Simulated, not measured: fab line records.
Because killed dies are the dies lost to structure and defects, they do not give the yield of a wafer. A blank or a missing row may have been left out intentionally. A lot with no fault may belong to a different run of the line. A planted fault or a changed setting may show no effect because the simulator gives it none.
Matching of chambers -- flow nand-harc -- pecvd-04 running NHARC_A_STAIRCASE_DEP_151: 3 sister chambers
The step deposits SiO2, target thk 3800 nm. 18 wafers are shown with their chamber, then 9 later ones without.

WAFERS PAIRED WITH THEIR CHAMBERS
wafer,chamber,heater-power-w (W)
L074.1,0,576
L074.2,2,802
L074.3,1,680
L077.1,2,792
L077.3,1,601
L077.6,2,669
L081.2,0,604
L081.3,2,788
L081.4,1,563
L083.2,1,701
L083.5,0,514
L083.6,1,557
L083.1,2,819
L083.3,0,524
L083.4,2,673
L084.2,2,720
L084.3,0,580
L084.4,1,578

SIGNATURES, as means of the wafers listed above
reading,chamber 0,chamber 1,chamber 2,scatter within a chamber
heater-power-w,559.60,613.33,751.86,57.3
Rule: distance of a wafer from a chamber = root of the sum over the readings of ((wafer's reading minus chamber's mean) / reading's scatter) squared. The wafer belongs to the nearest chamber; if the next one is less than 2 further off, it can't be placed. How the scatter is found: for the shown wafers, subtract from each reading the mean of its chamber, square and add these, divide the total by (wafers less chambers), then take the root.

WAFERS MISSING THEIR CHAMBER
wafer,heater-power-w (W)
L086.3,852
L086.4,499
L086.6,586
L092.2,647
L092.5,671
L092.6,532
L096.4,523
L096.5,669
L096.6,467

THE CHAMBER EACH PASSED THROUGH
wafer,from the rows above,in truth
L086.3,2,2
L086.4,can't be placed: 0 or 1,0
L086.6,can't be placed: 0 or 1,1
L092.2,can't be placed: 1 or 0 or 2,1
L092.5,can't be placed: 1 or 2 or 0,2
L092.6,can't be placed: 0 or 1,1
L096.4,can't be placed: 0 or 1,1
L096.5,can't be placed: 1 or 2 or 0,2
L096.6,can't be placed: 0 or 1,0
Correctly placed: 1 of 9. Unplaceable from these rows: 8, with the true chamber sitting among the candidates in 8. Wrongly placed: 0.
